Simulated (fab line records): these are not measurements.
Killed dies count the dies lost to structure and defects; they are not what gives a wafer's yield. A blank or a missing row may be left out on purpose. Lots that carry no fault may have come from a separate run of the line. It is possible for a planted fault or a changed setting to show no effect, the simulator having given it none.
fab line records | flow nandHarc
record lots=11 wafers=33 lastDay=24
route steps=1159 shown A_BLC@983 A_M0@1003
lots with no fault: from the same line, run without faults
startH: start of the lot's first displayed wafer, in hours after the record's first day | waitH: hours elapsed since this lot's preceding step | " repeats the value in the row above | L1.1+2: one row covering several wafers at once | - value missing, or start not given | * or withheld: withheld | < > ~ a bound
route shown NAME@n: a module of which the file shows steps, and the number in the route of the first | usual: mean/standard deviation taken from wafers without a fault | same: alike in all rows | chamber/n: place in a boat | sites: per-site readings | _std_site: standard deviation across them | _edge_site: mean of outer sites minus mean of inner sites | radiusMm: how far each site lies from the wafer's centre | mask NAME#n: copy n | behind: the tool/chamber that last shaped the wafer | hold: what put the lot on hold/how long, in hours/how the hold closed | device: the transistor (n, p or np) that didn't switch | end of line: the tests these same wafers got at the end of their route | step lacking rows: just its recipe | killed: the dies lost at the first sort to structure and to defects; this is not the yield of the wafer | map: shows each die of a wafer: x if killed, . if not, _ if none is there
set.NAME: the setting as run; set.NAME@STEP: as run at that earlier step | model.NAME: the simulator's own value behind a step, which no gauge read
the route's steps for a sample of lots (tables are steps, rows are wafers)
services: the hour from which a tool's chamber was out of use, counted from the record's first day as startH (under 0 if before that day), plus the number of hours and why
## steps
# step NHARC_A_BLC_STRIP_21
# recipe o2FlowSccm=500 arFlowSccm=0 biasW=0 chemistry=O2
# usual drypumpMotorCurrentA=5.8/0.41 oesProductAu=1.001/0.0091 rfVppV=57.8/0.89 showerheadPlenumPTorr=3.55/0.12 throttleValvePct=17.037/0.0091
# same biasW=0
# columns lot.wafer tool chamber startH waitH drypumpMotorCurrentA oesProductAu rfHoursCounterH rfVppV showerheadPlenumPTorr throttleValvePct
L393.3 rieDiel-10 1 399.59 0.1 6.1 1.008 3 58.4 3.50 17.027
L393.2 " 2 " " 5.5 0.994 5 58.4 3.54 17.044
L393.5 " 1 " " 6.1 1.003 - 56.9 3.50 17.041
L391.2 rieDiel-10 0 403.16 0.1 5.8 1.004 5 58.9 3.42 17.026
L391.3 " 1 " " 6.1 1.001 4 58.6 3.50 17.035
L391.5 " 2 " " 5.5 1.002 - 58.7 3.54 17.035
L392.2 rieDiel-10 2 404.64 0.1 5.5 1.001 5 57.8 3.54 17.025
L392.1 " 0 " " 5.8 1.005 5 56.0 3.42 17.035
L392.3 " 1 " " 6.1 1.016 4 57.3 3.50 17.047
L396.1 rieDiel-04 1 421.25 0.1 5.9 1.014 12 58.6 3.69 17.029
L396.4 " 2 " " 5.7 1.003 12 59.0 3.73 17.042
L396.2 " 3 " " 6.2 1.000 12 58.6 3.67 17.048
L398.4 rieDiel-07 2 446.27 0.1 6.1 0.997 10 58.0 3.42 17.038
L398.1 " 1 " " 6.7 0.994 9 56.6 3.48 17.039
L398.5 " 2 " " 6.2 0.993 - 56.3 3.42 17.036
L403.3 rieDiel-10 1 451.33 0.1 6.1 1.000 10 56.9 3.49 17.049
L403.6 " 3 " " 6.0 0.994 - 57.2 3.38 17.041
L403.5 " 0 " " 5.8 0.995 - 56.5 3.42 17.028
L405.2 rieDiel-10 2 487.70 0.1 5.5 1.001 16 59.3 3.53 17.038
L405.3 " 0 " " 5.8 1.004 15 58.6 3.42 17.026
L405.5 " 2 " " 5.5 1.005 - 59.8 3.53 17.041
L407.1 rieDiel-04 0 508.73 0.1 4.8 1.004 1 59.1 3.59 17.043
L407.4 " 1 " " 6.0 1.013 3 57.9 3.69 17.029
L407.3 " 2 " " 5.6 0.987 3 59.6 3.72 17.033
L410.3 rieDiel-10 0 516.16 0.1 5.8 0.989 18 55.7 3.41 17.042
L410.4 " 1 " " 6.1 0.998 18 57.3 3.49 17.033
L410.2 " 3 " " 6.0 0.999 18 56.5 3.38 17.027
L412.1 rieDiel-10 3 526.85 0.1 6.0 1.002 19 57.8 3.38 17.023
L412.5 " 2 " " 5.5 0.993 - 58.2 3.53 17.048
L412.6 " 3 " " 6.0 1.002 - 57.1 3.38 17.053
L413.3 rieDiel-07 3 532.74 0.1 5.1 0.984 42 56.5 3.50 17.030
L413.2 " 0 " " 5.3 1.021 40 58.1 3.56 17.047
L413.1 " 1 " " 6.7 1.014 38 57.7 3.46 17.050
# step NHARC_A_M0_DEVELOP_08
# recipe developTimeS=35 devTempC=23
# columns lot.wafer tool chamber startH waitH
L393.2+3+5 lithoTrack-06 0 402 -
L391.2+3+5 lithoTrack-06 0 409 -
L392.1+2+3 lithoTrack-06 0 410 -
L396.1+2+4 lithoTrack-06 0 427 -
L398.1+4+5 lithoTrack-06 0 449 -
L403.3+5+6 lithoTrack-06 0 453 -
L405.2+3+5 lithoTrack-01 0 494 -
L407.1+3+4 lithoTrack-06 0 514 -
L410.2+3+4 lithoTrack-04 0 518 -
L412.1+5+6 lithoTrack-06 0 533 -
L413.1+2+3 lithoTrack-01 0 536 -
# step NHARC_A_M0_CD_MEAS_09
# recipe targetCdNm=80 landingEnergyEv=500
# usual cdNm=80.0/0.72
# columns lot.wafer tool chamber startH waitH cdNm
L393.2 cdSem-02 0 402.97 - 80.6
L393.3 " 0 " " 80.1
L393.5 " 0 " " 80.4
L391.2 cdSem-02 0 409.97 - 79.9
L391.3 " 0 " " 80.4
L391.5 " 0 " " 79.6
L392.1 cdSem-02 0 410.57 - 80.3
L392.2 " 0 " " 79.7
L392.3 " 0 " " 80.4
L396.1 cdSem-02 0 427.61 - 80.5
L396.2 " 0 " " 80.1
L396.4 " 0 " " 79.6
L398.1 cdSem-01 0 449.14 - 77.4
L398.4 " 0 " " 77.2
L398.5 " 0 " " 78.0
L403.3 cdSem-02 0 454.06 - 76.3
L403.5 " 0 " " 77.3
L403.6 " 0 " " 76.5
L405.2 cdSem-03 0 494.45 - 79.5
L405.3 " 0 " " 80.8
L405.5 " 0 " " 79.6
L407.1 cdSem-03 0 514.74 - 80.5
L407.3 " 0 " " 79.8
L407.4 " 0 " " 81.3
L410.2 cdSem-03 0 518.93 - 80.3
L410.3 " 0 " " 80.0
L410.4 " 0 " " 80.1
L412.1 cdSem-02 0 533.47 - 80.5
L412.5 " 0 " " 81.2
L412.6 " 0 " " 81.2
L413.1 cdSem-03 0 536.63 - 79.2
L413.2 " 0 " " 79.6
L413.3 " 0 " " 80.6
# step NHARC_A_M0_INSPECT_11
# usual rawDefectCount=29/13
# columns lot.wafer tool chamber startH waitH rawDefectCount
L393.2 defectInspect-02 - 403.09 0.0 17
L393.3 " - " " 10
L393.5 " - " " 14
L391.2 defectInspect-01 - 410.10 0.0 31
L391.3 " - " " 37
L391.5 " - " " 19
L392.1 defectInspect-02 - 410.69 0.0 6
L392.2 " - " " 8
L392.3 " - " " 4
L396.1 defectInspect-02 - 427.73 0.0 22
L396.2 " - " " 31
L396.4 " - " " 32
L398.1 defectInspect-01 - 449.26 0.0 19
L398.4 " - " " 25
L398.5 " - " " 19
L403.3 defectInspect-01 - 454.20 0.0 19
L403.5 " - " " 9
L403.6 " - " " 7
L405.2 defectInspect-02 - 494.57 0.0 28
L405.3 " - " " 33
L405.5 " - " " 34
L407.1 defectInspect-02 - 514.86 0.0 41
L407.3 " - " " 34
L407.4 " - " " 36
L410.2 defectInspect-01 - 519.05 0.0 6
L410.3 " - " " 10
L410.4 " - " " 15
L412.1 defectInspect-02 - 533.59 0.0 40
L412.5 " - " " 51
L412.6 " - " " 48
L413.1 defectInspect-02 - 536.75 0.0 67
L413.2 " - " " 47
L413.3 " - " " 49
# step NHARC_A_M0_STRIP_18
# recipe powerW=1000 n2FlowSccm=150 h2FlowSccm=150 arFlowSccm=0 biasW=0 chemistry=N2/H2
# usual drypumpMotorCurrentA=6.0/0.6 oesProductAu=0.995/0.011 rfVppV=90.8/0.83 showerheadPlenumPTorr=2.07/0.073 throttleValvePct=14.172/0.0089
# same biasW=0
# columns lot.wafer tool chamber startH waitH drypumpMotorCurrentA oesProductAu rfHoursCounterH rfVppV showerheadPlenumPTorr throttleValvePct
L393.3 rieDiel-12 0 403.53 0.1 6.2 0.988 1 89.9 1.99 14.188
L393.2 " 2 " " 6.4 0.996 1 90.3 2.19 14.179
L393.5 " 1 " " 5.8 0.983 - 90.7 2.06 14.172
L391.3 rieDiel-05 0 410.61 0.1 6.0 0.999 4 92.0 2.12 14.169
L391.2 " 1 " " 6.4 1.002 5 90.5 2.08 14.168
L391.5 " 2 " " 5.0 0.986 - 91.4 1.99 14.181
L392.3 rieDiel-12 1 411.13 0.1 5.8 0.990 1 90.8 2.06 14.172
L392.2 " 2 " " 6.4 1.012 1 91.5 2.19 14.160
L392.1 " 0 " " 6.2 0.985 2 89.1 1.99 14.165
L396.2 rieDiel-01 1 428.17 0.1 6.3 0.993 8 91.1 2.14 14.153
L396.1 " 3 " " 6.4 1.015 7 90.4 1.94 14.176
L396.4 " 0 " " 6.4 0.996 7 91.8 2.14 14.169
L398.4 rieDiel-12 2 449.73 0.1 6.4 1.010 5 91.5 2.19 14.156
L398.1 " 3 " " 6.6 0.990 4 90.6 2.09 14.182
L398.5 " 1 " " 5.7 0.994 - 90.9 2.06 14.181
L403.3 rieDiel-05 1 454.63 0.1 6.4 1.002 8 91.4 2.08 14.164
L403.5 " 1 " " 6.5 1.003 - 90.8 2.08 14.161
L403.6 " 2 " " 5.0 0.986 - 88.9 1.99 14.183
L405.2 rieDiel-12 3 495.28 0.1 6.6 0.992 7 90.4 2.09 14.185
L405.3 " 1 " " 5.7 0.980 6 89.9 2.06 14.170
L405.5 " 0 " " 6.2 0.992 - 91.5 1.99 14.182
L407.4 rieDiel-01 2 515.30 0.1 4.9 0.994 1 89.5 2.00 14.184
L407.1 " 0 " " 6.3 0.992 1 92.0 2.14 14.168
L407.3 " 1 " " 6.3 0.971 1 91.9 2.14 14.174
L410.4 rieDiel-01 0 519.51 0.1 6.3 0.995 1 91.6 2.14 14.174
L410.3 " 1 " " 6.3 0.982 1 92.8 2.14 14.157
L410.2 " 2 " " 4.9 1.003 1 89.8 2.00 14.176
L412.1 rieDiel-05 0 534.11 0.2 6.0 1.006 0 91.6 2.11 14.179
L412.6 " 1 " " 6.3 0.986 - 90.9 2.08 14.170
L412.5 " 2 " " 5.0 0.986 - 91.0 1.99 14.169
L413.3 rieDiel-12 2 537.19 0.1 6.4 1.017 10 90.6 2.19 14.183
L413.1 " 3 " " 6.6 0.992 10 90.0 2.09 14.171
L413.2 " 0 " " 6.2 0.989 9 91.8 1.99 14.160
## services
# columns tool chamber startH hours kind
rieDiel-12 - 379.43 9.0 pm
rieDiel-10 0 387.01 - clean
rieDiel-10 1 387.01 - clean
rieDiel-10 2 387.01 - clean
rieDiel-05 0 387.95 11.7 repair
rieDiel-07 - 405.35 9.0 pm
rieDiel-01 1 405.93 4.3 repair
rieDiel-05 0 429.66 2.4 repair
rieDiel-10 1 434.23 1.6 repair
rieDiel-07 3 437.54 1.3 repair
lithoTrack-01 - 443.00 7.0 pm
rieDiel-04 - 465.99 9.0 pm
lithoTrack-06 - 467.00 7.0 pm
rieDiel-07 2 485.03 5.6 repair
rieDiel-12 2 487.17 6.4 repair
rieDiel-04 0 488.83 14.5 repair
lithoTrack-04 - 491.00 7.0 pm
rieDiel-01 - 491.84 9.0 pm
rieDiel-04 3 513.05 4.0 repair
rieDiel-05 - 517.72 9.0 pm
rieDiel-12 2 522.60 8.2 repair
rieDiel-04 2 522.93 7.4 repair
rieDiel-01 3 530.24 20.2 repair
rieDiel-10 - 530.51 9.0 pm
## key
firstSign step=NHARC_A_M0_CD_MEAS_09 reading=cdNm direction=down sigmas=4 usual=80.0 struck=77.1
effect none on later readings
metAt NHARC_A_M0_DEVELOP_08
struckLots L398,L403
notActingAt NHARC_A_BLC_STRIP_21,NHARC_A_M0_INSPECT_11,NHARC_A_M0_STRIP_18
onsetBetween 427 449
fault kind=processParameterDrift tool=lithoTrack-06 chamber=- onsetH=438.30 steps=NHARC_A_M0_DEVELOP_08 channel=developTimeS offset=* shape=step endH=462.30 actsIn=* stated=*
